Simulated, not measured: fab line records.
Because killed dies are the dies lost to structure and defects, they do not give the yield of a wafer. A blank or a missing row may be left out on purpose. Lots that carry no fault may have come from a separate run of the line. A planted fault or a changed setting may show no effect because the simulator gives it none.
fab line records + flow n5_finfet
record:
- lots: 8
- wafers: 24
- last_day: 17
route steps=1938 shown ILD0@346 SDB@347 DUMMY_REMOVAL@377 BEOL_M4@1111 PASSIVATION@1936
lots with no fault: from the same line, run without faults
start_h: hours from the record's opening day to when the first of the lot's shown wafers began + wait_h: time in hours since the lot's previous step + " the same as in the row above + L1.1+2: one row covering several wafers at once + - no value present, or no start provided + * or withheld: withheld + < > ~ a bound
route shown NAME@n: names a module that has steps shown in the file, with the first one's number in the route + usual: mean and standard deviation over wafers with no fault + same: alike in all rows + chamber/n: place in a boat + sites: each site's reading + _std_site: the standard deviation of these + _edge_site: outer sites' mean less inner sites' + radius_mm: how far each site lies from the wafer's centre + mask NAME#n: copy n + behind: the tool/chamber that last shaped the wafer + hold: reason for holding the lot/hours on hold/outcome of the hold + device: names the non-switching transistor (n, p or np) + end of line: the same wafers' tests at the end of the route + step lacking rows: just its recipe + killed: not the wafer's yield, but the dies lost to structure and defects at the first sort + map: a wafer's dies, x killed, . not, _ none there
set.NAME: the setting as run; set.NAME@STEP: as run at that earlier step + model.NAME: the simulator's own value behind a step, which no gauge read
route steps across a sampled set of lots; one table per step, one row per wafer
services: from which hour (start_h, from the record's first day; less than 0 if before it) a tool's chamber was out of use, for how many hours, and why
== steps ==
step: N5_ILD0_INSPECT_06
recipe:
- inspect_instrument: darkfield
- mode: post_cmp
usual:
- raw_defect_count: 45/25
| lot.wafer | tool              | chamber | start_h | wait_h | raw_defect_count |
|-----------|-------------------|---------|---------|--------|------------------|
| L926.4    | defect_inspect-01 | -       | 81.48   | 0.0    | 31               |
| L926.5    | "                 | -       | "       | "      | 36               |
| L926.6    | "                 | -       | "       | "      | 25               |
| L931.2    | defect_inspect-02 | -       | 108.15  | 0.0    | 60               |
| L931.4    | "                 | -       | "       | "      | 58               |
| L931.6    | "                 | -       | "       | "      | 56               |
| L933.1    | defect_inspect-02 | -       | 118.71  | 0.0    | 109              |
| L933.2    | "                 | -       | "       | "      | 66               |
| L933.6    | "                 | -       | "       | "      | 40               |
| L934.1    | defect_inspect-01 | -       | 126.28  | 0.0    | 18               |
| L934.2    | "                 | -       | "       | "      | 32               |
| L934.4    | "                 | -       | "       | "      | 12               |
| L936.1    | defect_inspect-02 | -       | 136.47  | 0.0    | 71               |
| L936.3    | "                 | -       | "       | "      | 75               |
| L936.4    | "                 | -       | "       | "      | 94               |
| L942.1    | defect_inspect-01 | -       | 171.25  | 0.0    | 36               |
| L942.3    | "                 | -       | "       | "      | 55               |
| L942.6    | "                 | -       | "       | "      | 25               |
| L943.1    | defect_inspect-01 | -       | 178.46  | 0.0    | 33               |
| L943.4    | "                 | -       | "       | "      | 35               |
| L943.6    | "                 | -       | "       | "      | 40               |
| L947.3    | defect_inspect-02 | -       | 205.31  | 0.0    | 27               |
| L947.4    | "                 | -       | "       | "      | 30               |
| L947.6    | "                 | -       | "       | "      | 42               |
step: N5_SDB_HM_DEP_00
recipe:
- material: SiNx
- target_thk_a: 400
- temp_c: 400
- precursor: SiH4/NH3/N2
- pressure_torr: 1.5
- rf_w: 300
- time_s: 35.3
usual:
- chamber_pressure_Torr: 1.500/0.0031
- heater_power_w: 733/66
- showerhead_plenum_p_Torr: 5.17/0.075
- showerhead_vpp_V: 1038/50
- throttle_valve_pct: 40.5/1.4
| lot.wafer | tool     | chamber | start_h | wait_h | chamber_pressure_Torr | heater_power_w | showerhead_plenum_p_Torr | showerhead_vpp_V | throttle_valve_pct |
|-----------|----------|---------|---------|--------|-----------------------|----------------|--------------------------|------------------|--------------------|
| L926.4    | pecvd-01 | 2       | 81.55   | 0.1    | 1.502                 | 824            | 5.27                     | 1085             | 38.9               |
| L926.5    | "        | 1       | "       | "      | 1.499                 | 790            | 5.19                     | 941              | 39.5               |
| L926.6    | "        | 0       | "       | "      | 1.501                 | 821            | 5.09                     | 1023             | 40.8               |
| L931.2    | pecvd-04 | 1       | 108.18  | 0.0    | 1.495                 | 741            | 5.05                     | 1091             | 43.2               |
| L931.4    | "        | 0       | "       | "      | 1.503                 | 686            | 5.18                     | 1003             | 40.9               |
| L931.6    | "        | 1       | "       | "      | 1.492                 | 739            | 5.05                     | 1091             | 43.2               |
| L933.1    | pecvd-01 | 2       | 118.75  | 0.0    | 1.505                 | 780            | 5.26                     | 1087             | 38.7               |
| L933.2    | "        | 1       | "       | "      | 1.501                 | 677            | 5.18                     | 939              | 39.3               |
| L933.6    | "        | 0       | "       | "      | 1.499                 | 770            | 5.10                     | 1038             | 40.8               |
| L934.1    | pecvd-04 | 0       | 126.32  | 0.0    | 1.501                 | 681            | 5.18                     | 1021             | 40.8               |
| L934.2    | "        | 2       | "       | "      | 1.505                 | 766            | 5.23                     | 1057             | 39.8               |
| L934.4    | "        | 1       | "       | "      | 1.502                 | 699            | 5.06                     | 1107             | 43.0               |
| L936.1    | pecvd-01 | 2       | 136.51  | 0.0    | 1.499                 | 836            | 5.27                     | 1091             | 38.8               |
| L936.3    | "        | 1       | "       | "      | 1.505                 | 775            | 5.19                     | 957              | 39.5               |
| L936.4    | "        | 0       | "       | "      | 1.500                 | 810            | 5.10                     | 1025             | 41.1               |
| L942.1    | pecvd-04 | 2       | 171.28  | 0.0    | 1.501                 | 726            | 5.22                     | 1059             | 40.3               |
| L942.3    | "        | 0       | "       | "      | 1.502                 | 652            | 5.18                     | 985              | 40.8               |
| L942.6    | "        | 2       | "       | "      | 1.499                 | 723            | 5.24                     | 1058             | 40.0               |
| L943.1    | pecvd-04 | 1       | 178.49  | 0.0    | 1.499                 | 706            | 5.05                     | 1091             | 43.5               |
| L943.4    | "        | 0       | "       | "      | 1.496                 | 602            | 5.17                     | 1014             | 40.8               |
| L943.6    | "        | 2       | "       | "      | 1.502                 | 748            | 5.23                     | 1048             | 40.3               |
| L947.3    | pecvd-03 | 0       | 205.34  | 0.0    | 1.497                 | 675            | 5.27                     | 1071             | 38.8               |
| L947.4    | "        | 0       | "       | "      | 1.498                 | 655            | 5.27                     | 1080             | 38.7               |
| L947.6    | "        | 2       | "       | "      | 1.502                 | 722            | 5.08                     | 1096             | 39.5               |
step: N5_DUMMY_REMOVAL_HM_STRIP_01
recipe:
- chemistry: CH3F/O2
- material: SiNx
- target_depth_a: 40
- stop_on: poly-Si
- time_s: 6.8
- over_etch_frac: 0.3
- ion_energy_ev: 60
- power_w: 410
- bias_w: 29
- Ar_flow_sccm: 150
- CH3F_flow_sccm: 30
- O2_flow_sccm: 20
usual:
- CH3F_flow_sccm: 30.00/0.084
- O2_flow_sccm: 20.01/0.062
- drypump_motor_current_A: 5.6/0.47
- oes_product_au: 0.63/0.063
- rf_vpp_V: 127.4/0.88
- showerhead_plenum_p_Torr: 2.00/0.064
- throttle_valve_pct: 16.38/0.22
| lot.wafer | tool        | chamber | start_h | wait_h | CH3F_flow_sccm | O2_flow_sccm | drypump_motor_current_A | oes_product_au | rf_hours_counter_h | rf_vpp_V | showerhead_plenum_p_Torr | throttle_valve_pct |
|-----------|-------------|---------|---------|--------|----------------|--------------|-------------------------|----------------|--------------------|----------|--------------------------|--------------------|
| L926.4    | rie_diel-06 | 0       | 85.96   | 0.0    | 29.85          | 20.01        | 5.5                     | 0.64           | 120                | 126.7    | 1.94                     | 16.50              |
| L926.5    | "           | 1       | "       | "      | 30.01          | 20.13        | 5.3                     | 0.74           | -                  | 128.9    | 2.04                     | 16.28              |
| L926.6    | "           | 2       | "       | "      | 30.04          | 20.00        | 5.7                     | 0.63           | -                  | 126.2    | 1.93                     | 16.61              |
| L931.2    | rie_diel-03 | 2       | 112.67  | 0.0    | 30.05          | 20.04        | 4.8                     | 0.57           | 235                | 128.0    | 1.98                     | 16.25              |
| L931.4    | "           | 1       | "       | "      | 29.91          | 19.96        | 5.2                     | 0.60           | 180                | 129.5    | 2.08                     | 16.37              |
| L931.6    | "           | 2       | "       | "      | 30.04          | 20.00        | 4.8                     | 0.58           | -                  | 128.0    | 1.98                     | 16.26              |
| L933.1    | rie_diel-06 | 1       | 123.18  | 0.0    | 29.95          | 20.02        | 5.3                     | 0.73           | 44                 | 127.8    | 2.04                     | 16.31              |
| L933.2    | "           | 2       | "       | "      | 29.99          | 20.07        | 5.7                     | 0.61           | 120                | 127.2    | 1.93                     | 16.63              |
| L933.6    | "           | 2       | "       | "      | 30.06          | 19.98        | 5.7                     | 0.62           | -                  | 126.9    | 1.93                     | 16.65              |
| L934.1    | rie_diel-03 | 0       | 131.53  | 0.0    | 30.12          | 19.92        | 5.3                     | 0.59           | 175                | 127.8    | 2.07                     | 16.30              |
| L934.2    | "           | 1       | "       | "      | 29.98          | 20.05        | 5.2                     | 0.59           | 186                | 128.2    | 2.08                     | 16.36              |
| L934.4    | "           | 2       | "       | "      | 30.12          | 19.93        | 4.8                     | 0.58           | 241                | 128.0    | 1.98                     | 16.25              |
| L936.1    | rie_diel-06 | 0       | 140.88  | 0.1    | 30.05          | 20.06        | 5.5                     | 0.63           | 138                | 126.5    | 1.93                     | 16.53              |
| L936.3    | "           | 2       | "       | "      | 29.80          | 19.93        | 5.7                     | 0.62           | 125                | 126.6    | 1.93                     | 16.63              |
| L936.4    | "           | 1       | "       | "      | 30.09          | 20.07        | 5.3                     | 0.73           | 49                 | 128.1    | 2.04                     | 16.31              |
| L942.1    | rie_diel-06 | 0       | 176.05  | 0.0    | -              | -            | -                       | -              | -                  | -        | -                        | -                  |
| L942.3    | "           | 1       | "       | "      | -              | -            | -                       | -              | -                  | -        | -                        | -                  |
| L942.6    | "           | 0       | "       | "      | -              | -            | -                       | -              | -                  | -        | -                        | -                  |
| L943.1    | rie_diel-06 | 0       | 183.09  | 0.0    | -              | -            | -                       | -              | -                  | -        | -                        | -                  |
| L943.4    | "           | 2       | "       | "      | -              | -            | -                       | -              | -                  | -        | -                        | -                  |
| L943.6    | "           | 1       | "       | "      | -              | -            | -                       | -              | -                  | -        | -                        | -                  |
| L947.3    | rie_diel-05 | 0       | 209.84  | 0.0    | 30.11          | 19.99        | 5.3                     | 0.61           | 167                | 126.9    | 2.00                     | 16.18              |
| L947.4    | "           | 3       | "       | "      | 29.95          | 19.95        | 5.4                     | 0.60           | 181                | 128.5    | 2.08                     | 16.36              |
| L947.6    | "           | 1       | "       | "      | 30.10          | 19.99        | 5.6                     | 0.77           | -                  | 128.6    | 2.13                     | 16.29              |
step: N5_DUMMY_REMOVAL_STRIP_10
recipe:
- chemistry: N2/H2
- time_s: 40
- power_w: 100
- temp_c: 40
- pressure_mtorr: 100
- rf_frequency_hz: 6e+07
- bias_power_w: 3
- n2_flow_sccm: 300
- h2_flow_sccm: 300
usual:
- bias_power_w: 2.999/0.0094
- chamber_pressure_mTorr: 99.99/0.096
- drypump_motor_current_A: 5.6/0.48
- h2_flow_sccm: 300.0/0.83
- oes_product_au: 0.78/0.082
- rf_vpp_V: 45.3/0.92
- showerhead_plenum_p_Torr: 3.37/0.1
- throttle_valve_pct: 12.24/0.28
| lot.wafer | tool        | chamber | start_h | wait_h | bias_power_w | chamber_pressure_mTorr | drypump_motor_current_A | h2_flow_sccm | oes_product_au | rf_hours_counter_h | rf_vpp_V | showerhead_plenum_p_Torr | throttle_valve_pct |
|-----------|-------------|---------|---------|--------|--------------|------------------------|-------------------------|--------------|----------------|--------------------|----------|--------------------------|--------------------|
| L926.4    | rie_diel-06 | 0       | 85.99   | 0.0    | 2.989        | 99.89                  | 5.5                     | 299.0        | 0.79           | 120                | 44.7     | 3.25                     | 12.26              |
| L926.5    | "           | 1       | "       | "      | 2.994        | 99.88                  | 5.4                     | 300.5        | 0.92           | -                  | 43.8     | 3.45                     | 12.10              |
| L926.6    | "           | 2       | "       | "      | 3.006        | 99.95                  | 5.8                     | 300.0        | 0.78           | -                  | 45.6     | 3.28                     | 12.49              |
| L931.2    | rie_diel-03 | 2       | 112.70  | 0.0    | 3.009        | 99.95                  | 4.8                     | 299.3        | 0.70           | 235                | 45.0     | 3.32                     | 12.17              |
| L931.4    | "           | 1       | "       | "      | 3.007        | 100.01                 | 5.2                     | 299.9        | 0.72           | 180                | 45.8     | 3.50                     | 12.28              |
| L931.6    | "           | 2       | "       | "      | 3.000        | 100.02                 | 4.8                     | 299.7        | 0.71           | -                  | 46.2     | 3.32                     | 12.17              |
| L933.1    | rie_diel-06 | 1       | 123.21  | 0.0    | 2.988        | 99.87                  | 5.4                     | 300.1        | 0.89           | 44                 | 45.6     | 3.44                     | 12.12              |
| L933.2    | "           | 2       | "       | "      | 3.020        | 99.91                  | 5.8                     | 300.9        | 0.77           | 120                | 44.2     | 3.27                     | 12.52              |
| L933.6    | "           | 2       | "       | "      | 3.009        | 99.97                  | 5.7                     | 300.0        | 0.77           | -                  | 43.3     | 3.27                     | 12.52              |
| L934.1    | rie_diel-03 | 0       | 131.56  | 0.0    | 3.001        | 100.16                 | 5.4                     | 300.2        | 0.73           | 175                | 43.3     | 3.51                     | 12.27              |
| L934.2    | "           | 1       | "       | "      | 2.998        | 99.88                  | 5.2                     | 299.2        | 0.72           | 186                | 43.2     | 3.49                     | 12.27              |
| L934.4    | "           | 2       | "       | "      | 3.003        | 99.74                  | 4.8                     | 299.9        | 0.70           | 241                | 44.7     | 3.31                     | 12.18              |
| L936.1    | rie_diel-06 | 0       | 140.92  | 0.0    | 3.005        | 99.80                  | 5.5                     | 301.8        | 0.78           | 138                | 46.4     | 3.24                     | 12.33              |
| L936.3    | "           | 2       | "       | "      | 3.006        | 100.00                 | 5.7                     | 299.0        | 0.76           | 125                | 46.1     | 3.27                     | 12.56              |
| L936.4    | "           | 1       | "       | "      | 2.994        | 99.93                  | 5.4                     | 299.6        | 0.89           | 49                 | 45.4     | 3.44                     | 12.15              |
| L942.1    | rie_diel-06 | 0       | 176.09  | 0.0    | 2.980        | 99.99                  | 5.5                     | 302.5        | 0.76           | 149                | 44.1     | 3.24                     | 12.35              |
| L942.3    | "           | 1       | "       | "      | 2.996        | 100.03                 | 5.4                     | 300.6        | 0.88           | 60                 | 46.1     | 3.44                     | 12.18              |
| L942.6    | "           | 0       | "       | "      | 2.993        | 99.86                  | 5.5                     | 299.5        | 0.77           | -                  | 45.4     | 3.24                     | 12.34              |
| L943.1    | rie_diel-06 | 0       | 183.12  | 0.0    | 2.999        | 100.06                 | 5.5                     | 301.7        | 0.76           | 151                | 45.8     | 3.23                     | 12.36              |
| L943.4    | "           | 2       | "       | "      | 3.009        | 100.08                 | 5.7                     | 300.5        | 0.75           | 139                | 44.5     | 3.26                     | 12.57              |
| L943.6    | "           | 1       | "       | "      | 3.004        | 99.98                  | 5.4                     | 300.1        | 0.88           | -                  | 46.8     | 3.43                     | 12.18              |
| L947.3    | rie_diel-05 | 0       | 209.88  | 0.0    | 3.016        | 99.94                  | 5.3                     | 299.8        | 0.76           | 167                | 44.9     | 3.37                     | 11.99              |
| L947.4    | "           | 3       | "       | "      | 3.006        | 100.05                 | 5.4                     | 299.8        | 0.74           | 181                | 45.3     | 3.50                     | 12.22              |
| L947.6    | "           | 1       | "       | "      | 3.001        | 99.97                  | 5.6                     | 299.4        | 0.96           | -                  | 45.4     | 3.59                     | 12.05              |
step: N5_DUMMY_REMOVAL_INSPECT_06
recipe:
- inspect_instrument: brightfield
- mode: aei
usual:
- raw_defect_count: 11/5.1
| lot.wafer | tool              | chamber | start_h | wait_h | raw_defect_count |
|-----------|-------------------|---------|---------|--------|------------------|
| L926.4    | defect_inspect-01 | -       | 86.15   | 0.0    | 6                |
| L926.5    | "                 | -       | "       | "      | 14               |
| L926.6    | "                 | -       | "       | "      | 8                |
| L931.2    | defect_inspect-02 | -       | 112.87  | 0.0    | 9                |
| L931.4    | "                 | -       | "       | "      | 11               |
| L931.6    | "                 | -       | "       | "      | 20               |
| L933.1    | defect_inspect-01 | -       | 123.38  | 0.0    | 7                |
| L933.2    | "                 | -       | "       | "      | 5                |
| L933.6    | "                 | -       | "       | "      | 2                |
| L934.1    | defect_inspect-02 | -       | 131.72  | 0.0    | 12               |
| L934.2    | "                 | -       | "       | "      | 9                |
| L934.4    | "                 | -       | "       | "      | 9                |
| L936.1    | defect_inspect-02 | -       | 141.08  | 0.0    | 16               |
| L936.3    | "                 | -       | "       | "      | 20               |
| L936.4    | "                 | -       | "       | "      | 16               |
| L942.1    | defect_inspect-01 | -       | 176.25  | 0.0    | 126              |
| L942.3    | "                 | -       | "       | "      | 153              |
| L942.6    | "                 | -       | "       | "      | 151              |
| L943.1    | defect_inspect-02 | -       | 183.29  | 0.0    | 170              |
| L943.4    | "                 | -       | "       | "      | 132              |
| L943.6    | "                 | -       | "       | "      | 130              |
| L947.3    | defect_inspect-01 | -       | 210.04  | 0.0    | 10               |
| L947.4    | "                 | -       | "       | "      | 8                |
| L947.6    | "                 | -       | "       | "      | 7                |
step: N5_BEOL_M4_RC_MEAS_101
usual:
- DIBL_N: 36.4/1.5
- DIBL_P: 36.4/1.6
- IOFF_N: 0.164/0.025
- IOFF_P: 0.214/0.028
- ION_N: 675/9.9
- ION_P: 463/6.5
- SS_N: 71.5/0.5
- SS_P: 73.3/0.56
- VT_N: 249.2/2.7
- VT_P: -250.1/2.8
| lot.wafer | tool      | chamber | start_h | wait_h | DIBL_N[mV/V] | DIBL_P[mV/V] | IOFF_N[nA/um] | IOFF_P[nA/um] | ION_N[uA/um] | ION_P[uA/um] | SS_N[mV/dec] | SS_P[mV/dec] | VT_N[mV] | VT_P[mV] |
|-----------|-----------|---------|---------|--------|--------------|--------------|---------------|---------------|--------------|--------------|--------------|--------------|----------|----------|
| L926.4    | prober-02 | 0       | 180.43  | 0.5    | 35.8         | 37.5         | 0.165         | 0.224         | 677          | 471          | 71.8         | 73.8         | 249.6    | -249.5   |
| L926.5    | "         | 0       | "       | "      | 36.0         | 37.2         | 0.168         | 0.219         | 682          | 467          | 71.8         | 73.6         | 247.4    | -249.8   |
| L926.6    | "         | 0       | "       | "      | 35.8         | 36.9         | 0.166         | 0.208         | 687          | 467          | 70.9         | 73.2         | 248.3    | -250.5   |
| L931.2    | prober-01 | 0       | 214.72  | 1.1    | 38.0         | 38.1         | 0.188         | 0.232         | 679          | 458          | 71.8         | 73.6         | 246.1    | -248.4   |
| L931.4    | "         | 0       | "       | "      | 39.0         | 39.0         | 0.219         | 0.242         | 694          | 469          | 72.1         | 73.2         | 242.9    | -249.2   |
| L931.6    | "         | 0       | "       | "      | 38.1         | 37.9         | 0.191         | 0.228         | 688          | 466          | 71.2         | 74.3         | 244.9    | -249.0   |
| L933.1    | prober-01 | 0       | 216.73  | 0.4    | 38.2         | 35.8         | 0.172         | 0.221         | 674          | 459          | 72.2         | 73.0         | 249.4    | -249.3   |
| L933.2    | "         | 0       | "       | "      | 38.7         | 36.1         | 0.184         | 0.239         | 681          | 470          | 72.0         | 73.4         | 246.6    | -247.6   |
| L933.6    | "         | 0       | "       | "      | 38.6         | 36.6         | 0.187         | 0.254         | 675          | 465          | 71.8         | 73.6         | 245.5    | -248.3   |
| L934.1    | prober-01 | 0       | 219.04  | 0.0    | 36.6         | 35.7         | 0.166         | 0.235         | 669          | 464          | 70.9         | 73.8         | 247.2    | -249.2   |
| L934.2    | "         | 0       | "       | "      | 36.8         | 35.6         | 0.178         | 0.235         | 674          | 465          | 71.5         | 73.2         | 247.5    | -249.1   |
| L934.4    | "         | 0       | "       | "      | 37.5         | 36.3         | 0.184         | 0.242         | 681          | 456          | 72.0         | 73.2         | 246.3    | -250.3   |
| L936.1    | prober-01 | 0       | 241.19  | 0.0    | 35.4         | 35.4         | 0.137         | 0.176         | 668          | 456          | 70.9         | 72.5         | 254.7    | -254.9   |
| L936.3    | "         | 0       | "       | "      | 33.9         | 34.3         | 0.121         | 0.169         | 661          | 455          | 70.4         | 73.0         | 255.1    | -252.1   |
| L936.4    | "         | 0       | "       | "      | 36.6         | 37.4         | 0.166         | 0.209         | 668          | 452          | 71.3         | 73.3         | 247.1    | -252.9   |
| L943.1    | prober-02 | 0       | 274.08  | 0.0    | 35.5         | 36.2         | 0.152         | 0.214         | 684          | 466          | 71.0         | 73.3         | 251.5    | -250.4   |
| L943.4    | "         | 0       | "       | "      | 33.9         | 34.6         | 0.122         | 0.175         | 674          | 464          | 70.9         | 73.0         | 252.6    | -253.9   |
| L943.6    | "         | 0       | "       | "      | 33.8         | 34.8         | 0.130         | 0.185         | 661          | 457          | 71.7         | 72.7         | 251.3    | -253.2   |
| L942.1    | prober-02 | 0       | 276.77  | 0.0    | 36.6         | 36.1         | 0.169         | 0.222         | 680          | 464          | 72.2         | 74.0         | 246.4    | -247.6   |
| L942.3    | "         | 0       | "       | "      | 37.7         | 37.9         | 0.189         | 0.250         | 681          | 469          | 71.9         | 73.8         | 244.4    | -248.1   |
| L942.6    | "         | 0       | "       | "      | 36.6         | 36.4         | 0.160         | 0.222         | 669          | 469          | 72.1         | 74.0         | 248.8    | -249.1   |
| L947.3    | prober-02 | 0       | 303.39  | 0.3    | 37.4         | 37.1         | 0.184         | 0.225         | 675          | 464          | 71.4         | 73.8         | 246.9    | -250.5   |
| L947.4    | "         | 0       | "       | "      | 36.6         | 36.1         | 0.164         | 0.212         | 674          | 457          | 71.6         | 73.7         | 251.0    | -251.4   |
| L947.6    | "         | 0       | "       | "      | 37.8         | 36.8         | 0.174         | 0.218         | 678          | 459          | 71.2         | 74.1         | 249.6    | -249.9   |
step: N5_PASSIVATION_PROBE_49
usual:
- defect_limited_yield: 91.1/1.4
- killed_at_M0_to_M3: 35/8.7
- killed_at_M4_up: 14/5.3
- killed_at_contacts: 12/6.2
- killed_at_front_end: 41/12
- killed_at_other: 3.4/2.6
- killed_dies: 105/16
- killed_open: 67/13
- killed_short: 36/7.3
- sort_bin_5_function: 5.2/0.96
- sort_bin_6_memory: 3.3/0.6
- sort_n_pass: 1075/16
- sort_yield_pct: 91.1/1.4
same:
- gross_dies: 1180
- killed_at_back_side: 0
- sort_bin_4_leakage[%]: 0
- sort_bin_8_speed[%]: 0
| lot.wafer | tool      | chamber | start_h | wait_h | defect_limited_yield[%] | killed_at_M0_to_M3 | killed_at_M4_up | killed_at_contacts | killed_at_front_end | killed_at_other | killed_dies | killed_open | killed_short | sort_bin_5_function[%] | sort_bin_6_memory[%] | sort_n_pass | sort_yield_pct[%] |
|-----------|-----------|---------|---------|--------|-------------------------|--------------------|-----------------|--------------------|---------------------|-----------------|-------------|-------------|--------------|------------------------|----------------------|-------------|-------------------|
| L942.6    | prober-02 | -       | 385.73  | 0.3    | 92.9                    | 18                 | 14              | 8                  | 36                  | 8               | 84          | 57          | 25           | 4.1                    | 2.4                  | 1096        | 92.9              |
killed by level:class
L942.6 FIN_SAQP:geometric_particle:open=11 MOL_CONTACT_COAG:geometric_particle:open=6 BEOL_M0_SAQP:geometric_particle:open=5 BEOL_M4:geometric_particle:open=5 FIN_SAQP:geometric_particle:short=4 BEOL_M5:geometric_particle:open=4 GATE_CUT:geometric_particle:open=4 GATE_CUT:geometric_particle:short=4
== services ==
| tool        | chamber | start_h | hours | kind                          |
|-------------|---------|---------|-------|-------------------------------|
| pecvd-01    | -       | 62.56   | 5.5   | pm                            |
| pecvd-04    | 0       | 63.58   | 5.5   | scheduled_down                |
| rie_diel-05 | 2       | 65.70   | 3.1   | repair                        |
| pecvd-04    | 1       | 69.04   | 2.1   | scheduled_down                |
| rie_diel-03 | -       | 95.11   | 2.8   | pm                            |
| pecvd-03    | 0       | 103.26  | 4.4   | repair                        |
| pecvd-03    | 1       | 109.45  | 10.3  | repair                        |
| pecvd-03    | -       | 158.28  | 0.6   | repair                        |
| rie_diel-06 | 3       | 158.92  | 1.5   | repair                        |
| rie_diel-03 | 2       | 161.17  | -     | clean                         |
| rie_diel-03 | 2       | 161.17  | -     | consumable_replace:focus_ring |
| rie_diel-03 | 2       | 161.17  | 17.2  | scheduled_down                |
| rie_diel-03 | 2       | 161.17  | 17.2  | vent_cycle                    |
| pecvd-01    | 0       | 166.46  | 2.1   | scheduled_down                |
| pecvd-01    | -       | 187.97  | 2.8   | pm                            |
| rie_diel-05 | 1       | 189.36  | -     | clean                         |
| rie_diel-05 | 1       | 189.36  | -     | consumable_replace:focus_ring |
| rie_diel-05 | 1       | 189.36  | -     | consumable_replace:showerhead |
| rie_diel-05 | 1       | 189.36  | 17.0  | scheduled_down                |
| pecvd-01    | 2       | 202.38  | -     | clean                         |
| pecvd-01    | 2       | 202.38  | -     | consumable_replace:showerhead |
| pecvd-01    | 2       | 202.38  | 29.0  | scheduled_down                |
| pecvd-01    | 2       | 202.38  | 29.0  | vent_cycle                    |
| rie_diel-03 | 2       | 208.36  | 12.5  | repair                        |
== key ==
first_sign:
- step: N5_DUMMY_REMOVAL_HM_STRIP_01
- reading: tool_record
- direction: missing
effect:
- step: N5_DUMMY_REMOVAL_INSPECT_06
- reading: raw_defect_count
- direction: up
- sigmas: 26
- usual: 11
- struck: 144
met_at N5_DUMMY_REMOVAL_HM_STRIP_01
struck_lots L942,L943
not_acting_at N5_ILD0_INSPECT_06,N5_SDB_HM_DEP_00,N5_DUMMY_REMOVAL_STRIP_10
onset_between 140.88 176.05
fault:
- kind: skipped_step_whole
- tool: rie_diel-06
- chamber: -
- onset_h: 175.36
- steps: N5_DUMMY_REMOVAL_HM_STRIP_01
- scope: struck_lots_only
